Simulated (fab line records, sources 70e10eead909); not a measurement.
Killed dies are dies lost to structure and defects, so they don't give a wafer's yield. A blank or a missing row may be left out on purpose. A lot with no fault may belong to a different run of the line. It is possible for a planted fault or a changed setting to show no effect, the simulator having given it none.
Which tool is to blame? ; flow nandHarc ; 13 lots with 39 wafers sampled at 5 steps, on a route of 1302 steps

WHAT THE GAUGES SHOWED, per wafer
NHARC_A_BLC_OVL_MEAS_11. Usual: overlayXNm 0.2 nm, standard deviation 0.87; overlayYNm -0.1 nm, standard deviation 0.61.
lot;measured;on;overlayXNm (nm);overlayYNm (nm);flag
L332;day 22 11:23;overlay-02;1.9 1.6 1.7;0.9 0.7 0.8;
L333;day 23 03:03;overlay-01;0.5 -0.1 0.3;0.1 0.4 0.2;
L335;day 24 04:31;overlay-02;-0.2 -0.6 -0.9;-1.1 -0.7 -1.7;
L336;day 24 21:15;overlay-01;2.3 2.1 1.7;0.0 0.0 0.1;
L338;day 25 19:50;overlay-01;0.3 0.2 0.1;-0.2 0.5 0.3;
L347;day 28 22:35;overlay-01;-0.9 0.0 -0.5;0.0 0.2 -0.4;
L346;day 29 00:01;overlay-02;-0.6 -0.3 -0.6;-0.2 0.0 0.0;
L345;day 29 15:43;overlay-01;0.9 0.5 0.8;-0.5 -0.2 -0.4;
L351;day 30 07:14;overlay-02;0.7 0.5 0.4;1.0 0.1 0.1;
L349;day 30 09:13;overlay-01;0.4 0.0 1.3;0.7 0.3 0.4;
L350;day 31 11:52;overlay-02;-1.4 -1.5 -1.5;0.1 0.0 -0.7;
L353;day 31 13:45;overlay-02;0.1 -0.5 -0.1;0.6 -0.1 0.6;
L354;day 32 05:10;overlay-02;-1.2 -1.0 -1.6;-0.7 -1.1 -1.4;

NHARC_A_BLC_INSPECT_28. Usual: rawDefectCount at 538, with a standard deviation of 100.
lot;measured;on;rawDefectCount;flag
L332;day 22 14:26;defectInspect-02;621 539 359;
L333;day 23 06:12;defectInspect-01;543 557 560;
L335;day 24 07:34;defectInspect-01;600 587 553;
L336;day 25 00:17;defectInspect-02;698 536 553;
L338;day 25 23:03;defectInspect-02;463 460 743;
L347;day 29 01:41;defectInspect-01;666 802 567;
L346;day 29 03:04;defectInspect-01;553 666 388;
L345;day 29 18:46;defectInspect-01;600 678 465;
L351;day 30 10:18;defectInspect-01;593 548 546;
L349;day 30 12:36;defectInspect-02;443 373 544;
L350;day 31 15:10;defectInspect-02;551 479 660;
L353;day 31 17:14;defectInspect-02;631 452 501;
L354;day 32 08:12;defectInspect-01;543 507 508;

NHARC_END_SORT_01. Usual: defectLimitedYield is 90.2 % with standard deviation 2.3, killedAtArray is 62 with standard deviation 15, killedAtOther is 0.8 with standard deviation 1, killedAtPeriphery is 3.7 with standard deviation 2.6, killedDies is 66 with standard deviation 15, killedOpen is 3.1 with standard deviation 1.8, and killedShort is 2.6 with standard deviation 1.7.
lot;measured;on;defectLimitedYield (%);killedAtArray;killedAtOther;killedAtPeriphery;killedDies;killedOpen;killedShort;flag
L347;day 30 17:49;prober-02;90.1 90.8 91.3;61 55 51;1 0 1;5 7 7;67 62 59;7 5 5;5 3 5;

EACH LOT AND THE TOOL THAT RAN IT (in order: tool; ch and the chambers of the sampled wafers; start)
lot;NHARC_A_M0_SOFTBAKE_04;NHARC_A_M0_ETCH_34
L332;lithoTrack-06 ch 0, day 22 14:00;rieDiel-10 ch 2,3, day 22 15:37
L333;lithoTrack-01 ch 0, day 23 06:00;rieDiel-10 ch 0,1,2, day 23 07:18
L335;lithoTrack-01 ch 0, day 24 08:00;rieDiel-10 ch 0,2,3, day 24 08:45
L336;lithoTrack-01 ch 0, day 25 00:00;rieDiel-10 ch 0,3, day 25 01:28
L338;lithoTrack-01 ch 0, day 25 23:00;rieDiel-02 ch 0,1,2, day 26 00:07
L347;lithoTrack-06 ch 0, day 29 02:00;rieDiel-10 ch 1,2, day 29 02:52
L346;lithoTrack-01 ch 0, day 29 03:00;rieDiel-10 ch 0,2, day 29 04:06
L345;lithoTrack-01 ch 0, day 29 19:00;rieDiel-10 ch 0,1, day 29 19:56
L351;lithoTrack-01 ch 0, day 30 10:00;rieDiel-10 ch 0,1, day 30 11:36
L349;lithoTrack-04 ch 0, day 30 13:00;rieDiel-13 ch 0,1, day 30 13:40
L350;lithoTrack-01 ch 0, day 31 15:00;rieDiel-13 ch 0,1,2, day 31 16:20
L353;lithoTrack-04 ch 0, day 31 17:00;rieDiel-10 ch 0,1,2, day 31 18:26
L354;lithoTrack-04 ch 0, day 32 08:00;rieDiel-13 ch 0,2,3, day 32 09:22
- NHARC_A_M0_SOFTBAKE_04: time 55 s.
- NHARC_A_M0_ETCH_34: etches the open film in N2/H2, target depth 40 nm, overetch 12 nm, time 43.94 s.

WHAT THE TOOLS THEMSELVES READ (means of the sampled wafers that have a number; where no wafer has one, the mark that the record gives instead)
NHARC_A_M0_SOFTBAKE_04. Usual: heaterPowerTotalW at 188.45 W, with a standard deviation of 0.13.
lot;tool;heaterPowerTotalW (W);flag
L332;lithoTrack-06;188.37;
L333;lithoTrack-01;188.38;
L335;lithoTrack-01;188.50;
L336;lithoTrack-01;233.30;OFF
L338;lithoTrack-01;233.56;OFF
L347;lithoTrack-06;188.48;
L346;lithoTrack-01;188.47;
L345;lithoTrack-01;188.66;
L351;lithoTrack-01;188.40;
L349;lithoTrack-04;188.46;
L350;lithoTrack-01;188.42;
L353;lithoTrack-04;188.38;
L354;lithoTrack-04;188.48;

NHARC_A_M0_ETCH_34. Usual: drypumpMotorCurrentA 5.8 A, standard deviation 0.39; oesProductAu 1.001 a.u., standard deviation 0.0096; rfVppV 430.8 V, standard deviation 2.7; showerheadPlenumPTorr 2.05 Torr, standard deviation 0.094; throttleValvePct 14.172 %, standard deviation 0.0088.
lot;tool;drypumpMotorCurrentA (A);oesProductAu (a.u.);rfVppV (V);showerheadPlenumPTorr (Torr);throttleValvePct (%);flag
L332;rieDiel-10;6.0;1.012;427.5;1.97;14.180;
L333;rieDiel-10;5.8;1.013;430.2;2.05;14.161;
L335;rieDiel-10;5.7;1.009;429.9;2.05;14.174;
L336;rieDiel-10;5.5;1.010;432.9;2.13;14.168;
L338;rieDiel-02;5.9;0.991;430.5;2.03;14.177;
L347;rieDiel-10;6.0;0.996;428.2;1.96;14.166;
L346;rieDiel-10;5.8;1.001;429.0;1.99;14.177;
L345;rieDiel-10;5.6;1.003;432.8;2.13;14.171;
L351;rieDiel-10;5.6;1.002;434.1;2.13;14.169;
L349;rieDiel-13;5.7;0.994;431.9;2.07;14.173;
L350;rieDiel-13;5.7;0.994;432.3;2.07;14.161;
L353;rieDiel-10;5.8;0.998;430.0;2.05;14.171;
L354;rieDiel-13;5.6;0.991;430.9;2.07;14.170;

THE ANSWER, worked out from the rows above alone
Rule: take the mean of a lot's wafers that have a number; if it is more than 3 standard deviations from the usual mean, the lot is off. Also off: a lot with no number at a reading for which 4 or more lots have one. Any other lot the step has rows for is counted as sound. After the gauges, taken in route order, come the tools' own readings; for these a lot's mean is taken, as printed above. At the first step where some lot is off, the reading lying furthest off is the one used; lots without a number count as furthest.
Off at NHARC_A_M0_SOFTBAKE_04 (heaterPowerTotalW): L336, L338.
A tool fits if, at that step or a process step before it, it ran every lot that is off, and no sound lot after the first of them. No candidate that was tried fits.

WHAT THE SIMULATOR PUT IN
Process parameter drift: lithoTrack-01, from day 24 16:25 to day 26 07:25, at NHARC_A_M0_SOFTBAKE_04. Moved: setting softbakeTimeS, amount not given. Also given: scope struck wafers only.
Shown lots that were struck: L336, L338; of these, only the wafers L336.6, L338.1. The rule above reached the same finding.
